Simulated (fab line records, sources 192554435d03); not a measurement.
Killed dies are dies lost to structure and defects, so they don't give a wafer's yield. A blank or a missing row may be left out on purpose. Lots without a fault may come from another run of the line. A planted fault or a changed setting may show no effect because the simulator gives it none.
Which tool did it? | flow n5_finfet | 10 lots, 26 wafers sampled, at 5 steps of a route of 1938

WHAT THE GAUGES READ, wafer by wafer
N5_BEOL_M10_RS_MEAS_57: measures by four-point-probe. Usual: M10_RS 0.1517 ohm/sq, standard deviation 0.003.
lot  | measured     | on            | M10_RS (ohm/sq)      | flag
L606 | day 11 20:14 | film_metro-01 | 0.1483 0.1541 0.1521 |
L604 | day 11 23:40 | film_metro-01 | 0.1491 0.1569        |
L605 | day 11 23:58 | film_metro-01 | 0.1514 0.1512 0.1524 |
L609 | day 13 04:39 | film_metro-02 | 0.1465 0.1532        |
L610 | day 13 07:23 | film_metro-02 | 0.1488 0.1516        |
L613 | day 13 20:32 | film_metro-02 | 0.1515 0.1522        |
L618 | day 15 05:32 | film_metro-02 | 0.1533 0.1500 0.1501 |
L617 | day 15 06:01 | film_metro-01 | 0.1467 0.1478 0.1472 |
L620 | day 15 12:59 | film_metro-01 | 0.1532 0.1492 0.1505 |
L619 | day 15 16:01 | film_metro-01 | 0.1556 0.1548 0.1530 |

WHICH TOOL RAN EACH LOT (tool, then ch and the chambers of the sampled wafers, then the start)
lot  | N5_BEOL_M10_PECVD_70            | N5_BEOL_M10_TRENCH_ETCH_37                    | N5_BEOL_M10_STRIP_77                          | N5_BEOL_M10_CMP_52
L606 | pecvd-03 ch 0,1,2, day 11 12:55 | rie_diel-06 ch 0,2,3, day 11 19:50 or earlier | rie_diel-06 ch 0,2,3, day 11 19:50 or earlier | cmp-04 ch 0,1,3, day 11 19:50
L604 | pecvd-04 ch 0,1, day 11 15:02   | rie_diel-03 ch 0,1, day 11 23:14 or earlier   | rie_diel-03 ch 0,1, day 11 23:14 or earlier   | cmp-04 ch 0,3, day 11 23:14
L605 | pecvd-03 ch 0,1,2, day 11 17:56 | rie_diel-01 ch 0,1,3, day 11 23:32 or earlier | rie_diel-01 ch 0,1,3, day 11 23:32 or earlier | cmp-02 ch 0,1,2, day 11 23:32
L609 | pecvd-03 ch 2, day 12 20:50     | rie_diel-03 ch 0,3, day 13 04:17 or earlier   | rie_diel-03 ch 0,3, day 13 04:17 or earlier   | cmp-04 ch 0,2, day 13 04:17
L610 | pecvd-03 ch 0,2, day 13 01:07   | rie_diel-06 ch 0,1, day 13 07:06 or earlier   | rie_diel-06 ch 0,1, day 13 07:06 or earlier   | cmp-03 ch 1,2, day 13 07:06
L613 | pecvd-03 ch 0,1, day 13 14:25   | rie_diel-03 ch 1,2, day 13 20:13 or earlier   | rie_diel-03 ch 1,2, day 13 20:13 or earlier   | cmp-03 ch 1,3, day 13 20:13
L618 | pecvd-01 ch 0,1,2, day 14 21:40 | rie_diel-01 ch 1,2,3, day 15 05:07 or earlier | rie_diel-01 ch 1,2,3, day 15 05:07 or earlier | cmp-03 ch 0,1,2, day 15 05:07
L617 | pecvd-01 ch 0,1,2, day 14 22:08 | rie_diel-06 ch 0,1,3, day 15 05:37 or earlier | rie_diel-06 ch 0,1,3, day 15 05:37 or earlier | cmp-04 ch 0,2,3, day 15 05:37
L620 | pecvd-04 ch 0,1,2, day 15 05:22 | rie_diel-06 ch 0,2,3, day 15 12:34 or earlier | rie_diel-06 ch 0,2,3, day 15 12:34 or earlier | cmp-03 ch 1,2,3, day 15 12:34
L619 | pecvd-01 ch 0,1,2, day 15 10:23 | rie_diel-01 ch 2,3, day 15 15:40 or earlier   | rie_diel-01 ch 2,3, day 15 15:40 or earlier   | cmp-03 ch 0,1,2, day 15 15:40
- N5_BEOL_M10_PECVD_70: deposits SiO2 from TEOS/O2, target thk 20 nm, time 22.7 s.
- N5_BEOL_M10_TRENCH_ETCH_37: etches SiCOH lowk in C4F6/O2, target depth 148.83 nm, time 48 s.
- N5_BEOL_M10_STRIP_77: strips in N2/H2, time 10 s.
- N5_BEOL_M10_CMP_52: polishes, stops on SiCOH lowk, t overpolish 7 s, target thk 140 nm.

WHAT THE TOOLS THEMSELVES READ (means of the sampled wafers that have a number; where no wafer has one, the mark that the record gives instead)
N5_BEOL_M10_PECVD_70. Usual: heater_power_w 657 W, standard deviation 70; showerhead_plenum_p_Torr 8.78 Torr, standard deviation 0.054; showerhead_vpp_V 1305 V, standard deviation 71; throttle_valve_pct 22.7 %, standard deviation 1.3.
lot  | tool     | heater_power_w (W) | showerhead_plenum_p_Torr (Torr) | showerhead_vpp_V (V) | throttle_valve_pct (%) | flag
L606 | pecvd-03 | 648                | 8.80                            | 1324                 | 22.4                   |
L604 | pecvd-04 | 636                | 8.81                            | 1330                 | 24.0                   |
L605 | pecvd-03 | 646                | 8.77                            | 1306                 | 22.3                   |
L609 | pecvd-03 | 642                | 8.77                            | 1280                 | 20.8                   |
L610 | pecvd-03 | 696                | 8.82                            | 1354                 | 21.8                   |
L613 | pecvd-03 | 712                | 8.79                            | 1349                 | 23.1                   |
L618 | pecvd-01 | 661                | 8.75                            | 1331                 | 22.5                   |
L617 | pecvd-01 | 693                | 8.75                            | 1332                 | 22.8                   |
L620 | pecvd-04 | 648                | 8.80                            | 1270                 | 23.6                   |
L619 | pecvd-01 | 641                | 8.75                            | 1332                 | 22.7                   |

N5_BEOL_M10_TRENCH_ETCH_37. Usual: drypump_motor_current_A 5.8 A, standard deviation 0.54; oes_product_au 0.79 a.u., standard deviation 0.048; rf_vpp_V 669 V, standard deviation 12; showerhead_plenum_p_Torr 2.87 Torr, standard deviation 0.094; throttle_valve_pct 21.06 %, standard deviation 0.23.
lot  | tool        | drypump_motor_current_A (A) | oes_product_au (a.u.) | rf_vpp_V (V) | showerhead_plenum_p_Torr (Torr) | throttle_valve_pct (%) | flag
L606 | rie_diel-06 | 6.1                         | 0.79                  | 663          | 2.90                            | 20.83                  |
L604 | rie_diel-03 | 6.0                         | 0.80                  | 664          | 2.87                            | 21.12                  |
L605 | rie_diel-01 | 5.6                         | 0.80                  | 666          | 2.84                            | 21.16                  |
L609 | rie_diel-03 | 5.3                         | 0.83                  | 678          | 2.96                            | 21.07                  |
L610 | rie_diel-06 | 6.1                         | 0.81                  | 662          | 2.94                            | 20.80                  |
L613 | rie_diel-03 | 6.2                         | 0.74                  | 666          | 2.79                            | 21.27                  |
L618 | rie_diel-01 | 5.9                         | 0.78                  | 670          | 2.82                            | 21.31                  |
L617 | rie_diel-06 | 6.3                         | 0.80                  | 664          | 2.95                            | 20.86                  |
L620 | rie_diel-06 | 6.1                         | 0.76                  | 663          | 2.88                            | 20.88                  |
L619 | rie_diel-01 | 6.0                         | 0.77                  | 683          | 2.86                            | 21.20                  |

N5_BEOL_M10_STRIP_77. Usual: bias_power_w 6.999 W, standard deviation 0.021; drypump_motor_current_A 5.8 A, standard deviation 0.54; h2_flow_sccm 200.0 sccm, standard deviation 0.61; oes_product_au 0.79 a.u., standard deviation 0.049; rf_vpp_V 59.3 V, standard deviation 0.88; showerhead_plenum_p_Torr 2.55 Torr, standard deviation 0.089; throttle_valve_pct 23.8 %, standard deviation 0.39.
lot  | tool        | bias_power_w (W) | drypump_motor_current_A (A) | h2_flow_sccm (sccm) | oes_product_au (a.u.) | rf_vpp_V (V) | showerhead_plenum_p_Torr (Torr) | throttle_valve_pct (%) | flag
L606 | rie_diel-06 | 7.001            | 6.1                         | 200.0               | 0.79                  | 58.7         | 2.59                            | 23.5                   |
L604 | rie_diel-03 | 6.996            | 6.0                         | 200.1               | 0.80                  | 58.7         | 2.56                            | 24.1                   |
L605 | rie_diel-01 | 7.006            | 5.6                         | 200.1               | 0.80                  | 58.7         | 2.51                            | 23.8                   |
L609 | rie_diel-03 | 7.006            | 5.4                         | 200.3               | 0.83                  | 59.3         | 2.63                            | 24.0                   |
L610 | rie_diel-06 | 6.992            | 6.1                         | 200.4               | 0.81                  | 60.0         | 2.62                            | 23.4                   |
L613 | rie_diel-03 | 7.002            | 6.2                         | 199.9               | 0.74                  | 59.4         | 2.48                            | 24.1                   |
L618 | rie_diel-01 | 7.006            | 5.9                         | 199.4               | 0.79                  | 59.5         | 2.51                            | 24.1                   |
L617 | rie_diel-06 | 6.999            | 6.3                         | 199.9               | 0.80                  | 60.4         | 2.63                            | 23.6                   |
L620 | rie_diel-06 | 6.986            | 6.1                         | 199.2               | 0.76                  | 59.1         | 2.58                            | 23.6                   |
L619 | rie_diel-01 | 7.007            | 6.1                         | 200.0               | 0.78                  | 58.6         | 2.56                            | 24.1                   |

N5_BEOL_M10_CMP_52. Usual: barrier_field_endpoint_s 29.1 s, standard deviation 0.81; head_pressure_psi 1.0002 psi, standard deviation 0.0023; motor_current_A 5.9 A, standard deviation 0.53; slurry_flow_ml_min 150.0, standard deviation 0.47.
lot  | tool   | barrier_field_endpoint_s (s) | head_pressure_psi (psi) | motor_current_A (A) | slurry_flow_ml_min | flag
L606 | cmp-04 | 29.0                         | 1.0017                  | 5.8                 | 150.3              |
L604 | cmp-04 | 29.3                         | 0.9997                  | 6.0                 | 150.7              |
L605 | cmp-02 | 27.4                         | 0.9968                  | 6.6                 | 149.7              |
L609 | cmp-04 | 40.0                         | 0.9979                  | 5.5                 | 150.1              | OFF
L610 | cmp-03 | 34.5                         | 0.9996                  | 6.0                 | 149.7              | OFF
L613 | cmp-03 | 35.4                         | 0.9988                  | 5.8                 | 150.1              | OFF
L618 | cmp-03 | 28.7                         | 1.0001                  | 5.8                 | 149.8              |
L617 | cmp-04 | 28.8                         | 1.0006                  | 5.6                 | 150.0              |
L620 | cmp-03 | 28.8                         | 0.9997                  | 5.9                 | 149.8              |
L619 | cmp-03 | 28.7                         | 1.0001                  | 5.6                 | 150.4              |

THE ANSWER, worked out from the rows above alone
Rule: a lot is off if the mean of its wafers that have a number lies more than 3 standard deviations from the usual mean. A lot without any number at a reading at which 4 lots or more have one is off too. The other lots that the step has rows for count as sound. The gauges are gone through in route order, then the tools' own readings, and for those a lot's mean is taken as printed above. The first step at which some lot is off is used, and at that step the reading that is off furthest; a lot without a number counts as furthest.
Off: L609, L610, L613, at N5_BEOL_M10_CMP_52 (barrier_field_endpoint_s).
A tool fits if, at that step or a process step before it, it ran every lot that is off, and no sound lot after the first of them. N5_BEOL_M10_TRENCH_ETCH_37 gives no start for some lots, so the hours and the order of its lots are those of N5_BEOL_M10_CMP_52. N5_BEOL_M10_STRIP_77 gives no start for some lots, so the hours and the order of its lots are those of N5_BEOL_M10_CMP_52. One fits: pecvd-03 at N5_BEOL_M10_PECVD_70. Its last sound lot is L605 (day 11 17:56), its first lot that is off L609 (day 12 20:50): a fault that began between those two fits.

WHAT THE SIMULATOR HAD PUT IN
Process parameter drift: pecvd-03, from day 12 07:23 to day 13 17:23, at N5_BEOL_M10_PECVD_70. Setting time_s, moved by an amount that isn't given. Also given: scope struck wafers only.
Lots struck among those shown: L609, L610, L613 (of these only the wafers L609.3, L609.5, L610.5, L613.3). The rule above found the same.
